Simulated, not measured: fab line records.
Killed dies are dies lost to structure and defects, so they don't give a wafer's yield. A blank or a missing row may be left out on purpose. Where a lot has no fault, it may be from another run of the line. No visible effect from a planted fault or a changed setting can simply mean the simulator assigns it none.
fab line records	flow nand-harc
record lots=13	wafers=39	last-day=33
route steps=1302 shown P_STI@100 P_GATE@122 END@1302
lots untouched by any fault: they come from a run of this same line in which no faults occurred
start-h: the number of hours between the record's first day and the start of the first shown wafer of the lot	wait-h: time in hours since the lot's previous step	" repeats the value in the row above	L1.1+2: one row covering several wafers at once	- no value, or no start was given	* or withheld: withheld	< > ~ a bound
route shown NAME@n: a module of which the file shows steps, and the number in the route of the first	usual: mean/standard deviation taken from wafers without a fault	same: alike in all rows	chamber/n: place in a boat	sites: per-site readings	_std_site: the standard deviation of these	_edge_site: mean of outer sites minus mean of inner sites	radius-mm: for every site, how far away it sits from the centre of the wafer	mask NAME#n: copy n	behind: the tool/chamber that last shaped the wafer	hold: the reason the lot was held/the length of the hold in hours/how it ended	device: the n, p or np transistor that did not switch	end of line: tests of these same wafers at the route's end	a step without rows: its recipe alone	killed: the dies lost at the first sort to structure and to defects; this is not the yield of the wafer	map: a wafer's dies, x killed, . not, _ none there
set.NAME: setting as actually run; set.NAME@STEP: the setting as run at that earlier step	model.NAME: the simulator's own value behind a step, which no gauge read
a sample of lots followed through the steps of the route, with each step as a table and each wafer as a row
services: from which hour (start-h, from the record's first day; less than 0 if before it) a tool's chamber was out of use, for how many hours, and why
## steps
# step NHARC_P_STI_CMP_21
# recipe t-overpolish-s=20	target-thk-nm=380.67
# usual motor-current-A=12.1/0.98	overpolish-run-s=20.001/0.0084	pad-life-wafers=166/94
lot.wafer	tool	chamber	start-h	wait-h	motor-current-A	overpolish-run-s	pad-life-wafers
L432.3	cmp-02	3	67.98	0.4	11.2	19.980	116
L432.5	"	1	"	"	14.2	20.002	-
L432.6	"	2	"	"	13.2	19.997	-
L433.2	cmp-04	1	75.41	0.4	11.7	19.996	246
L433.3	"	2	"	"	14.2	20.004	247
L433.6	"	2	"	"	13.2	19.996	-
L434.1	cmp-04	1	82.92	0.4	12.2	20.001	258
L434.4	"	3	"	"	10.0	19.990	260
L434.6	"	1	"	"	11.3	19.982	-
L438.3	cmp-02	3	119.33	0.4	11.7	20.013	330
L438.2	"	1	"	"	13.7	20.010	332
L438.1	"	2	"	"	12.1	20.006	333
L439.3	cmp-04	2	134.87	0.4	14.2	19.992	66
L439.2	"	0	"	"	12.1	19.990	68
L439.6	"	3	"	"	10.4	19.993	-
L440.3	cmp-03	2	150.64	0.4	11.0	20.005	294
L440.2	"	3	"	"	11.7	20.004	295
L440.4	"	1	"	"	13.3	20.000	297
L441.3	cmp-03	3	155.22	0.4	11.6	20.015	312
L441.1	"	0	"	"	12.5	20.014	313
L441.2	"	1	"	"	13.1	19.997	314
L443.1	cmp-04	2	171.38	0.4	13.4	20.007	228
L443.4	"	0	"	"	12.3	19.982	230
L443.3	"	1	"	"	11.7	20.003	231
L447.2	cmp-03	2	214.29	0.4	11.5	20.008	181
L447.5	"	1	"	"	13.3	20.004	-
L447.6	"	2	"	"	12.0	19.988	-
L448.2	cmp-03	1	226.66	0.4	13.3	20.015	213
L448.5	"	2	"	"	11.6	20.000	-
L448.6	"	3	"	"	11.6	20.009	-
L450.2	cmp-02	2	241.91	0.4	12.5	20.013	18
L450.3	"	0	"	"	13.1	20.008	20
L450.4	"	1	"	"	13.7	19.994	21
L454.1	cmp-02	1	283.03	0.4	13.0	20.004	192
L454.2	"	2	"	"	12.2	20.008	193
L454.6	"	1	"	"	13.8	20.004	-
L455.1	cmp-03	3	295.02	0.4	12.0	20.001	116
L455.2	"	0	"	"	11.8	19.990	117
L455.5	"	1	"	"	12.9	20.001	-
# step NHARC_P_GATE_CD_MEAS_11
# recipe target-cd-nm=1640	landing-energy-ev=500
# usual cd-nm=1641.2/1.9
lot.wafer	tool	chamber	start-h	wait-h	cd-nm
L432.3	cd-sem-02	0	86.21	-	1643.2
L432.5	"	0	"	"	1641.6
L432.6	"	0	"	"	1638.7
L433.2	cd-sem-01	0	94.75	-	1638.4
L433.3	"	0	"	"	1642.0
L433.6	"	0	"	"	1637.5
L434.1	cd-sem-01	0	101.74	-	1641.7
L434.4	"	0	"	"	1640.3
L434.6	"	0	"	"	1640.4
L438.1	cd-sem-02	0	144.17	-	1641.6
L438.2	"	0	"	"	1640.2
L438.3	"	0	"	"	1640.6
L439.2	cd-sem-02	0	151.35	-	1639.9
L439.3	"	0	"	"	1639.8
L439.6	"	0	"	"	1640.0
L440.2	cd-sem-03	0	168.06	-	1642.6
L440.3	"	0	"	"	1643.4
L440.4	"	0	"	"	1640.5
L441.1	cd-sem-01	0	172.27	-	1641.6
L441.2	"	0	"	"	1637.1
L441.3	"	0	"	"	1643.3
L443.1	cd-sem-01	0	189.53	-	1639.6
L443.3	"	0	"	"	1645.0
L443.4	"	0	"	"	1641.0
L447.2	cd-sem-02	0	234.19	-	1642.6
L447.5	"	0	"	"	1640.5
L447.6	"	0	"	"	1643.0
L448.2	cd-sem-02	0	244.04	-	1642.9
L448.5	"	0	"	"	1643.5
L448.6	"	0	"	"	1646.0
L450.2	cd-sem-03	0	258.89	-	1642.2
L450.3	"	0	"	"	1641.1
L450.4	"	0	"	"	1637.5
L454.1	cd-sem-01	0	300.50	-	1640.0
L454.2	"	0	"	"	1642.8
L454.6	"	0	"	"	1640.4
L455.1	cd-sem-03	0	314.18	-	1643.2
L455.2	"	0	"	"	1639.8
L455.5	"	0	"	"	1642.0
# step NHARC_P_GATE_DEVELOP_25
# recipe develop-time-s=35	dev-temp-c=23
lot.wafer	tool	chamber	start-h	wait-h
L432.3+5+6	litho-track-01	0	106	-
L433.2+3+6	litho-track-04	0	108	-
L434.1+4+6	litho-track-04	0	116	-
L438.1+2+3	litho-track-06	0	158	-
L439.2+3+6	litho-track-04	0	165	-
L440.2+3+4	litho-track-01	0	181	-
L441.1+2+3	litho-track-04	0	188	-
L443.1+3+4	litho-track-01	0	207	-
L447.2+5+6	litho-track-01	0	253	-
L448.2+5+6	litho-track-01	0	261	-
L450.2+3+4	litho-track-04	0	277	-
L454.1+2+6	litho-track-04	0	315	-
L455.1+2+5	litho-track-06	0	328	-
# step NHARC_P_GATE_CD_MEAS_26
# recipe target-cd-nm=120	landing-energy-ev=500
# usual cd-nm=120.2/0.52
lot.wafer	tool	chamber	start-h	wait-h	cd-nm
L432.3	cd-sem-02	0	106.83	-	120.0
L432.5	"	0	"	"	120.7
L432.6	"	0	"	"	120.0
L433.2	cd-sem-03	0	109.01	-	119.5
L433.3	"	0	"	"	119.7
L433.6	"	0	"	"	120.6
L434.1	cd-sem-01	0	116.51	-	120.1
L434.4	"	0	"	"	119.9
L434.6	"	0	"	"	120.3
L438.1	cd-sem-02	0	158.37	-	120.5
L438.2	"	0	"	"	120.1
L438.3	"	0	"	"	120.1
L439.2	cd-sem-02	0	165.67	-	119.5
L439.3	"	0	"	"	119.5
L439.6	"	0	"	"	120.0
L440.2	cd-sem-02	0	182.07	-	119.9
L440.3	"	0	"	"	120.5
L440.4	"	0	"	"	119.8
L441.1	cd-sem-02	0	188.11	-	119.5
L441.2	"	0	"	"	119.5
L441.3	"	0	"	"	119.9
L443.1	cd-sem-01	0	207.83	-	120.5
L443.3	"	0	"	"	120.4
L443.4	"	0	"	"	120.5
L447.2	cd-sem-01	0	253.34	-	117.3
L447.5	"	0	"	"	118.4
L447.6	"	0	"	"	117.7
L448.2	cd-sem-03	0	261.78	-	117.9
L448.5	"	0	"	"	118.3
L448.6	"	0	"	"	117.7
L450.2	cd-sem-01	0	277.12	-	119.7
L450.3	"	0	"	"	119.8
L450.4	"	0	"	"	119.8
L454.1	cd-sem-01	0	315.21	-	119.9
L454.2	"	0	"	"	120.5
L454.6	"	0	"	"	120.7
L455.1	cd-sem-01	0	328.62	-	120.3
L455.2	"	0	"	"	120.9
L455.5	"	0	"	"	121.5
# step NHARC_P_GATE_HM_OPEN_105
# recipe target-depth-a=3600	o2-flow-sccm=400	cos-flow-sccm=20	ar-flow-sccm=0	rf-w=500	bias-w=300	chemistry=O2/COS
# usual drypump-motor-current-A=5.5/0.47	oes-product-au=0.996/0.01	rf-vpp-V=467/3.3	showerhead-plenum-p-Torr=3.11/0.15	throttle-valve-pct=28.329/0.0092
lot.wafer	tool	chamber	start-h	wait-h	drypump-motor-current-A	oes-product-au	rf-hours-counter-h	rf-vpp-V	showerhead-plenum-p-Torr	throttle-valve-pct
L432.3	rie-diel-11	2	-	-	6.1	1.000	2.3	469	3.20	28.333
L432.5	"	3	"	"	5.8	0.988	-	465	3.03	28.323
L432.6	"	0	"	"	4.7	0.986	-	471	3.22	28.323
L433.2	rie-diel-12	0	-	-	5.7	0.990	0.5	472	3.33	28.313
L433.3	"	2	"	"	4.7	0.987	0.4	470	3.23	28.320
L433.6	"	0	"	"	5.6	0.986	-	470	3.33	28.330
L434.4	rie-diel-12	1	-	-	6.2	0.998	0.8	465	3.01	28.332
L434.1	"	3	"	"	6.1	0.994	0.6	466	3.07	28.315
L434.6	"	2	"	"	4.7	0.990	-	470	3.23	28.327
L438.3	rie-diel-11	1	-	-	5.4	1.004	5.4	463	2.99	28.335
L438.1	"	2	"	"	6.1	1.011	5.5	468	3.20	28.334
L438.2	"	3	"	"	5.8	1.002	4.3	466	3.03	28.338
L439.3	rie-diel-04	1	-	-	5.5	1.011	7.3	464	2.94	28.334
L439.2	"	0	"	"	5.2	1.002	6.2	468	3.18	28.330
L439.6	"	1	"	"	5.5	1.007	-	464	2.94	28.328
L440.3	rie-diel-11	1	-	-	5.3	1.002	6.0	466	2.99	28.321
L440.4	"	2	"	"	6.1	0.988	6.2	468	3.20	28.328
L440.2	"	0	"	"	4.7	0.982	6.2	470	3.22	28.304
L441.2	rie-diel-12	3	-	-	6.1	0.985	4.5	466	3.07	28.320
L441.1	"	0	"	"	5.6	0.991	4.8	471	3.32	28.332
L441.3	"	2	"	"	4.8	0.989	4.2	470	3.23	28.334
L443.3	rie-diel-11	2	-	-	6.1	0.990	7.3	468	3.20	28.341
L443.1	"	0	"	"	4.7	0.980	7.6	470	3.22	28.331
L443.4	"	2	"	"	6.1	0.977	-	467	3.20	28.333
L447.2	rie-diel-04	2	-	-	5.9	1.008	3.0	463	2.93	28.339
L447.6	"	2	"	"	5.9	1.014	-	463	2.93	28.327
L447.5	"	3	"	"	5.2	0.996	-	473	3.35	28.326
L448.2	rie-diel-12	1	-	-	6.2	0.999	7.1	465	3.00	28.334
L448.6	"	3	"	"	6.1	0.984	-	466	3.07	28.352
L448.5	"	0	"	"	5.6	0.991	-	471	3.32	28.321
L450.4	rie-diel-04	3	-	-	5.2	0.988	5.6	473	3.35	28.324
L450.2	"	0	"	"	5.2	0.997	5.4	467	3.18	28.333
L450.3	"	1	"	"	5.6	1.008	4.3	461	2.94	28.348
L454.1	rie-diel-04	3	-	-	5.2	1.005	7.2	471	3.35	28.330
L454.2	"	2	"	"	5.8	0.996	4.7	462	2.93	28.319
L454.6	"	2	"	"	5.8	1.001	-	462	2.93	28.320
L455.1	rie-diel-11	0	-	-	4.7	0.972	3.6	468	3.21	28.335
L455.2	"	1	"	"	5.3	0.987	3.9	465	2.99	28.329
L455.5	"	0	"	"	4.7	0.984	-	471	3.21	28.326
# step NHARC_END_SORT_01
# recipe temp-c=25
# usual killed-at-array=46/16	killed-at-other=0.9/1.3	killed-at-periphery=4.1/3	killed-dies=51/17	killed-open=3.5/1.8	killed-short=2.5/1.8
# same gross-dies=677
lot.wafer	tool	chamber	start-h	wait-h	killed-at-array	killed-at-other	killed-at-periphery	killed-dies	killed-open	killed-short
L432.3	prober-02	0	581.60	3.1	18	3	4	25	4	1
L432.5	prober-02	0	583.20	3.7	36	1	11	48	5	4
L432.6	prober-02	0	583.99	4.0	32	1	10	43	7	3
L434.1	prober-02	0	587.76	2.5	43	0	3	46	4	4
L434.4	prober-02	0	590.11	3.3	37	0	4	41	5	4
L434.6	prober-02	0	591.67	3.9	35	8	3	46	6	2
L438.1	prober-01	0	636.60	2.5	37	0	0	37	6	2
L438.2	prober-01	0	637.38	2.8	21	0	3	24	3	1
L438.3	prober-01	0	638.17	3.1	38	1	0	39	5	5
L439.2	prober-02	0	643.20	2.8	34	0	1	35	1	2
L439.3	prober-02	0	644.01	3.1	44	0	1	45	5	4
L439.6	prober-02	0	646.44	4.0	34	0	2	36	1	3
L447.2	prober-01	0	706.46	2.8	46	0	3	49	4	2
L447.5	prober-01	0	708.88	3.7	38	0	8	46	6	4
L447.6	prober-01	0	709.69	4.0	36	0	1	37	0	6
L448.2	prober-02	0	743.01	2.8	67	6	3	76	5	3
L448.5	prober-02	0	745.44	3.7	88	0	7	95	5	6
L448.6	prober-02	0	746.26	4.1	86	1	5	92	4	5
L454.1	prober-01	0	783.14	2.5	53	0	2	55	4	3
L454.2	prober-01	0	783.93	2.8	54	3	5	62	4	3
L454.6	prober-01	0	787.12	4.0	49	1	1	51	1	5
L455.1	prober-01	0	790.91	2.5	36	2	5	43	0	7
L455.2	prober-01	0	791.72	2.8	51	0	1	52	2	1
L455.5	prober-01	0	794.13	3.7	50	0	3	53	5	4
# killed by level:class
L432.3 A_CHANNEL_HOLE_D2:chamber-film-flake=6 A_STAIRCASE:chamber-film-flake=3 THIN_TSV:chamber-film-flake=3 P_M1:chamber-film-flake=2 P_BONDPAD:chamber-film-flake=2 A_SOURCE_PLATE:geometric-particle:open=1 A_ONON_D1:geometric-particle:open=1 A_WL_FILL:geometric-particle:open=1
L432.5 A_CHANNEL_HOLE_D2:chamber-film-flake=7 A_STAIRCASE:chamber-film-flake=6 A_CONTACT:chamber-film-flake=5 P_M1:chamber-film-flake=4 P_BONDPAD:chamber-film-flake=4 A_CHANNEL_FILL_D1:chamber-film-flake=3 A_WL_FILL:chamber-film-flake=3 A_ONON_D1:geometric-particle:open=2
L432.6 A_CHANNEL_HOLE_D2:chamber-film-flake=11 A_STAIRCASE:chamber-film-flake=6 A_CONTACT:chamber-film-flake=4 P_BONDPAD:chamber-film-flake=3 P_CONTACT:geometric-particle:open=2 A_CONTACT:geometric-particle:open=2 P_M1:chamber-film-flake=2 P_M1:geometric-particle:open=1
L434.1 A_CHANNEL_HOLE_D2:chamber-film-flake=28 A_CONTACT:chamber-film-flake=3 A_SGD_CUT:geometric-particle:short=2 A_ZERO_WELL:chamber-film-flake=2 A_CHANNEL_HOLE_D1:chamber-film-flake=2 A_M0:chamber-film-flake=2 P_GATE:geometric-particle:open=1 P_M0:geometric-particle:open=1
L434.4 A_CHANNEL_HOLE_D2:chamber-film-flake=20 A_STAIRCASE:chamber-film-flake=3 A_ONON_D1:geometric-particle:short=2 A_CONTACT:geometric-particle:open=2 P_STI:chamber-film-flake=2 A_DECK1_JOINT:chamber-film-flake=2 P_GATE:geometric-particle:short=1 P_M0:geometric-particle:open=1
L434.6 A_CHANNEL_HOLE_D2:chamber-film-flake=20 THIN_TSV:chamber-film-flake=7 A_M0:chamber-film-flake=3 A_CHANNEL_FILL_D2:chamber-film-flake=2 A_STAIRCASE:chamber-film-flake=2 A_WL_FILL:chamber-film-flake=2 P_CONTACT:geometric-particle:open=1 P_M2:geometric-particle:open=1
L438.1 A_CHANNEL_HOLE_D2:chamber-film-flake=11 A_CONTACT:chamber-film-flake=6 A_BLC:chamber-film-flake=6 A_CHANNEL_HOLE_D1:chamber-film-flake=3 A_M0:geometric-particle:open=2 A_ZERO_WELL:chamber-film-flake=2 A_DECK1_JOINT:geometric-particle:short=1 A_DECK1_JOINT:geometric-particle:open=1
L438.2 A_CHANNEL_HOLE_D2:chamber-film-flake=7 A_CONTACT:chamber-film-flake=5 P_ZERO_WELL:chamber-film-flake=2 A_BLC:chamber-film-flake=2 P_CONTACT:geometric-particle:open=1 A_ONON_D2:geometric-particle:open=1 A_WL_FILL:geometric-particle:short=1 A_WL_FILL:geometric-particle:open=1
L438.3 A_CHANNEL_HOLE_D2:chamber-film-flake=14 A_CONTACT:chamber-film-flake=7 A_BLC:chamber-film-flake=4 A_DECK1_JOINT:geometric-particle:short=2 A_M0:geometric-particle:open=2 A_ZERO_WELL:chamber-film-flake=2 A_ONON_D1:geometric-particle:short=1 A_ONON_D2:geometric-particle:open=1
L439.2 A_CHANNEL_HOLE_D2:chamber-film-flake=22 A_STAIRCASE:chamber-film-flake=5 A_CHANNEL_HOLE_D1:chamber-film-flake=2 P_STI:geometric-particle:short=1 A_WL_FILL:geometric-particle:short=1 A_WL_FILL:geometric-particle:open=1 A_DECK1_JOINT:chamber-film-flake=1 A_SLIT:chamber-film-flake=1
L439.3 A_CHANNEL_HOLE_D2:chamber-film-flake=32 A_M0:geometric-particle:open=2 P_CONTACT:geometric-particle:short=1 A_SOURCE_PLATE:geometric-particle:open=1 A_CHANNEL_HOLE_D2:geometric-particle:short=1 A_CHANNEL_FILL_D2:geometric-particle:open=1 A_CHANNEL_FILL_D2:geometric-particle:short=1 A_CONTACT:geometric-particle:open=1
L439.6 A_CHANNEL_HOLE_D2:chamber-film-flake=22 A_CHANNEL_HOLE_D1:chamber-film-flake=3 A_STAIRCASE:chamber-film-flake=3 P_GATE:geometric-particle:short=1 A_DECK1_JOINT:geometric-particle:short=1 A_ONON_D2:geometric-particle:short=1 A_CONTACT:geometric-particle:open=1 P_M2:chamber-film-flake=1
L447.2 A_CHANNEL_HOLE_D2:chamber-film-flake=18 A_CHANNEL_HOLE_D1:chamber-film-flake=10 A_SLIT:chamber-film-flake=5 P_ZERO_WELL:chamber-film-flake=2 A_CHANNEL_FILL_D2:chamber-film-flake=2 A_SGD_CUT:chamber-film-flake=2 A_CONTACT:chamber-film-flake=2 A_ONON_D1:geometric-particle:open=1
L447.5 A_CHANNEL_HOLE_D2:chamber-film-flake=19 P_GATE:chamber-film-flake=6 A_CHANNEL_HOLE_D1:chamber-film-flake=3 A_SLIT:chamber-film-flake=3 A_WL_FILL:geometric-particle:short=2 P_GATE:geometric-particle:open=1 A_ONON_D1:geometric-particle:short=1 A_CHANNEL_HOLE_D1:geometric-particle:open=1
L447.6 A_CHANNEL_HOLE_D2:chamber-film-flake=17 A_CHANNEL_HOLE_D1:chamber-film-flake=8 A_STAIRCASE:chamber-film-flake=3 A_WL_FILL:geometric-particle:short=2 A_CONTACT:chamber-film-flake=2 P_GATE:geometric-particle:short=1 A_ONON_D1:geometric-particle:short=1 A_CHANNEL_FILL_D1:geometric-particle:short=1
L448.2 A_CHANNEL_HOLE_D1:chamber-film-flake=32 A_SLIT:chamber-film-flake=12 A_CHANNEL_HOLE_D2:chamber-film-flake=11 A_CONTACT:chamber-film-flake=5 A_WL_FILL:chamber-film-flake=3 THIN_TSV:chamber-film-flake=3 A_M1:geometric-particle:short=2 STARTING-WAFER:geometric-particle:open=2
L448.5 A_CHANNEL_HOLE_D2:chamber-film-flake=30 A_CHANNEL_HOLE_D1:chamber-film-flake=29 A_SLIT:chamber-film-flake=16 P_GATE:chamber-film-flake=3 A_CONTACT:chamber-film-flake=3 P_M0:geometric-particle:short=2 A_BONDPAD:chamber-film-flake=2 P_CONTACT:geometric-particle:open=1
L448.6 A_SLIT:chamber-film-flake=32 A_CHANNEL_HOLE_D1:chamber-film-flake=25 A_CHANNEL_HOLE_D2:chamber-film-flake=13 A_CONTACT:chamber-film-flake=5 A_M1:geometric-particle:short=2 P_GATE:chamber-film-flake=2 A_WL_FILL:chamber-film-flake=2 P_M0:geometric-particle:open=1
L454.1 A_CHANNEL_HOLE_D2:chamber-film-flake=14 A_STAIRCASE:chamber-film-flake=11 A_SLIT:chamber-film-flake=9 A_CONTACT:chamber-film-flake=6 A_CHANNEL_HOLE_D1:chamber-film-flake=4 A_ONON_D2:geometric-particle:open=2 A_CHANNEL_FILL_D2:geometric-particle:short=2 P_ZERO_WELL:chamber-film-flake=2
L454.2 A_CHANNEL_HOLE_D2:chamber-film-flake=20 A_CHANNEL_HOLE_D1:chamber-film-flake=11 A_STAIRCASE:chamber-film-flake=8 A_SLIT:chamber-film-flake=7 THIN_TSV:chamber-film-flake=3 P_M0:geometric-particle:open=2 A_ZERO_WELL:chamber-film-flake=2 P_M0:geometric-particle:short=1
L454.6 A_CHANNEL_HOLE_D2:chamber-film-flake=26 A_CHANNEL_HOLE_D1:chamber-film-flake=6 A_STAIRCASE:chamber-film-flake=6 A_SLIT:chamber-film-flake=3 A_WL_FILL:geometric-particle:short=2 P_M0:geometric-particle:short=1 A_CHANNEL_FILL_D2:geometric-particle:short=1 A_STAIRCASE:geometric-particle:short=1
L455.1 A_CHANNEL_HOLE_D2:chamber-film-flake=16 A_SLIT:chamber-film-flake=7 A_CONTACT:chamber-film-flake=6 P_ZERO_WELL:chamber-film-flake=3 A_WL_FILL:geometric-particle:short=2 THIN_TSV:chamber-film-flake=2 P_M0:geometric-particle:short=1 P_M1:geometric-particle:short=1
L455.2 A_CHANNEL_HOLE_D2:chamber-film-flake=25 A_SLIT:chamber-film-flake=8 A_CONTACT:chamber-film-flake=7 A_STAIRCASE:chamber-film-flake=6 A_ONON_D1:geometric-particle:open=2 P_CONTACT:geometric-particle:short=1 A_CHANNEL_HOLE_D1:chamber-film-flake=1 A_SGD_CUT:chamber-film-flake=1
L455.5 A_CHANNEL_HOLE_D2:chamber-film-flake=29 A_CONTACT:chamber-film-flake=5 A_ONON_D2:geometric-particle:short=3 A_STAIRCASE:chamber-film-flake=3 A_M0:geometric-particle:open=2 A_DECK1_JOINT:chamber-film-flake=2 A_SGD_CUT:chamber-film-flake=2 P_GATE:geometric-particle:short=1
## services
tool	chamber	start-h	hours	kind
cmp-02	-	63.27	2.3	repair
cmp-03	-	64.00	4.0	pm
rie-diel-11	-	78.50	9.0	pm
rie-diel-12	-	91.40	9.0	pm
cmp-04	-	111.00	4.0	pm
rie-diel-12	2	132.61	3.4	repair
cmp-02	-	134.63	4.0	pm
cmp-04	-	137.38	0.9	repair
rie-diel-11	3	149.74	8.9	repair
cmp-04	-	151.65	0.7	repair
cmp-02	-	151.67	2.5	repair
litho-track-01	-	155.00	7.0	pm
cmp-03	-	162.00	4.0	pm
cmp-02	-	166.90	3.6	repair
litho-track-04	-	203.00	7.0	pm
rie-diel-11	1	206.31	2.0	repair
cmp-03	-	217.35	2.0	repair
rie-diel-11	2	224.62	5.0	repair
rie-diel-11	-	255.57	9.0	pm
cmp-03	-	260.00	4.0	pm
rie-diel-11	0	270.32	8.9	repair
cmp-03	-	276.08	1.1	repair
cmp-03	-	303.39	1.5	repair
rie-diel-11	0	316.61	6.7	repair
## key
first-sign step=NHARC_P_GATE_CD_MEAS_26	reading=cd-nm	direction=down	sigmas=4.3	usual=120.2	struck=117.9
effect none on later readings
met-at NHARC_P_GATE_DEVELOP_25
struck-lots L447,L448
tester-left-out L447,L448
not-acting-at NHARC_P_STI_CMP_21,NHARC_P_GATE_CD_MEAS_11,NHARC_P_GATE_HM_OPEN_105
onset-between 207 253
fault kind=process-parameter-drift	tool=litho-track-01	chamber=-	onset-h=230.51	steps=NHARC_P_GATE_DEVELOP_25	channel=develop-time-s	offset=*	shape=step	end-h=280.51	acts-in=*	stated=*
# tester-left-out: of these lots the tester's yield and bins aren't shown, on N5 and GAA mostly nor the transistor test; their killed dies are dies lost to structure and defects alone, not to doping, threshold or leakage, so they don't give the yield
